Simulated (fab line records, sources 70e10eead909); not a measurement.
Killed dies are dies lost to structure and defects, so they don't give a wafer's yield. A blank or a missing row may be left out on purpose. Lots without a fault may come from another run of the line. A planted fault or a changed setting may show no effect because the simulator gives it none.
Chamber matching | flow nand_harc | NHARC_A_STAIRCASE_STRIP_476 on rie_diel-04: 3 sister chambers
The step strips in O2, time 20 s. 3 wafers are shown with their chamber, then 4 later ones without.

WAFERS WITH THEIR CHAMBER
wafer  | chamber | drypump_motor_current_A (A)
L150.1 | 3       | 5.64
L150.2 | 2       | 5.66
L149.4 | 1       | 5.47

WAFERS WITHOUT THEIR CHAMBER
wafer  | drypump_motor_current_A (A)
L153.2 | 5.62
L153.6 | 5.45
L154.1 | 5.64
L154.5 | 5.44

WHICH CHAMBER EACH WENT THROUGH
wafer  | from the rows above     | in truth
L153.2 | can't be placed: 3 or 2 | 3
L153.6 | 1                       | 1
L154.1 | can't be placed: 3 or 2 | 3
L154.5 | 1                       | 1
Placed correctly: 2 of 4. Can't be placed from these rows: 2 (the true chamber is among the candidates in 2). Placed wrongly: 0.
How it was worked out, from the rows above alone: a wafer's distance from a chamber is the root of the sum, over the readings, of the square of ((its reading less the chamber's mean) divided by the reading's scatter). The wafer belongs to the nearest chamber; if the next one is less than 2 further off, it can't be placed. A chamber's mean is the mean of its shown wafers. The scatter: with one shown wafer a chamber, the root of the mean of the squares of how far each hidden wafer lies from its nearest shown one.
